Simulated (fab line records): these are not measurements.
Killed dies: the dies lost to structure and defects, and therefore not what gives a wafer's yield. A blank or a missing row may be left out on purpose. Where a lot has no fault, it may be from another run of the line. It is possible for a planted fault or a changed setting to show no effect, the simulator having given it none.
A struck lot beside a sound one / flow nand harc / 15 steps out of a route of 1302
Sound: the wafers L659.1, L659.3, L659.4. Wafers struck: L669.2, L669.4, L669.6. At the end, the cause is stated.
Per side, at each step with rows, come the tool, then ch with its chambers, and then its first start. Under that, the readings that differ: sound wafers / struck wafers / difference of the means / sigmas: that difference in standard deviations of wafers without a fault.
alike: readings with means less than 2 such deviations apart, plus words and numbers identical on both sides. not compared: withheld readings, readings lacking a value on some wafer, bounds such as >300 that could conceal the same value, and numbers that have no deviation in the record and whose values overlap.
Wherever a step has rows on one side only, a row that says differs or no value, or a row with sigmas, the two part there. Numbers that have no deviation but don't overlap get no sigmas and don't part them. A reading that every wafer of one side lacks parts them only if that side has two wafers or more.

NHARC_A_CHANNEL_HOLE_D1_ETCH_44: etches the open film in CF4/O2, target depth 140 nm, overetch 14 nm, time 77 s.
  sound on rie diel-09 ch 0,1,2, day 8 22:43; struck on rie diel-04 ch 0,2, day 12 22:01
  alike: drypump motor current A, oes_ar_750_au, oes product au, rf vpp V, showerhead plenum p Torr, throttle valve pct
  not compared: rf hours counter h
NHARC_A_CHANNEL_HOLE_D1_STRIP_27: strips in O2.
  sound on rie diel-09 ch 1,2,3; struck on rie diel-04 ch 1,2,3
  alike: drypump motor current A, oes product au, rf vpp V, showerhead plenum p Torr, throttle valve pct
  not compared: rf hours counter h
then, 2 steps without rows for these wafers: NHARC_A_CHANNEL_HOLE_D1_PRECLEAN_28 (cleans in SC1); NHARC_A_CHANNEL_HOLE_D1_SRD_29.
NHARC_A_CHANNEL_HOLE_D1_CD_MEAS_30:
  sound: cd sem-03 at day 8 23:31; struck: cd sem-01 at day 12 22:49
  alike: cd nm
following that, these wafers have no rows for 1 step: NHARC_A_CHANNEL_HOLE_D1_XSEM_31.
NHARC_A_CHANNEL_HOLE_D1_INSPECT_40:
  sound: defect inspect-01 at day 8 23:42; struck: defect inspect-01 at day 12 22:59
  alike: raw defect count
then, 2 steps without rows for these wafers: NHARC_A_CHANNEL_FILL_D1_PRECLEAN_00 (cleans in SC1); NHARC_A_CHANNEL_FILL_D1_SRD_01.
NHARC_A_CHANNEL_FILL_D1_ALD_02: deposits SiO2, target thk 6 nm, pulse time 10 s, ald cycles 60.
  sound on ald hk-02 ch 1,2,3, day 9 01:20; struck on ald hk-04 ch 0,1, day 12 23:11
  alike: ald cycles, heater power w, precursor pulse height rel
then, 1 step without rows for these wafers: NHARC_A_CHANNEL_FILL_D1_ALD_03 (deposits SiNx, target thk 6 nm, pulse time 60 s, ald cycles 58).
NHARC_A_CHANNEL_FILL_D1_ALD_14: deposits SiO2, target thk 2.5 nm, pulse time 10 s, ald cycles 25.
  sound on ald hk-02 ch 1,2,3, day 9 07:50; struck on ald hk-04 ch 0,3, day 13 06:16
  alike: ald cycles, heater power w, precursor pulse height rel
NHARC_A_CHANNEL_FILL_D1_ALD_15: deposits SiNx, target thk 2 nm, pulse time 60 s, ald cycles 19.
  sound on ald sin batch-02 ch 0, day 9 10:58; struck on ald sin batch-03 ch 0, day 13 09:22
reading=ald cycles; sound=19 19 19; struck=24 24 24; difference=+5; sigmas=
  alike: precursor pulse height rel
NHARC_A_CHANNEL_FILL_D1_ALD_16: deposits SiO2, target thk 1.5 nm, pulse time 10 s, ald cycles 15.
  sound on ald hk-04 ch 0,1,2, day 9 13:07; struck on ald hk-03 ch 1,2,3, day 13 11:26
  alike: ald cycles, heater power w, precursor pulse height rel
-- break in the record here, with 15 days between the starts of the struck wafers on either side (left off in module A_CHANNEL_FILL_D1, picked up again in module END, where the first step shown is number 1302 on the route) --
NHARC_END_SORT_01:
  only the struck wafers appear in the record here, on prober-02 ch 0 at day 28 12:52; the sound ones have no rows

## WHERE THEY PART
Within this record, at NHARC_END_SORT_01 only.

WHY: whatever the simulator had introduced
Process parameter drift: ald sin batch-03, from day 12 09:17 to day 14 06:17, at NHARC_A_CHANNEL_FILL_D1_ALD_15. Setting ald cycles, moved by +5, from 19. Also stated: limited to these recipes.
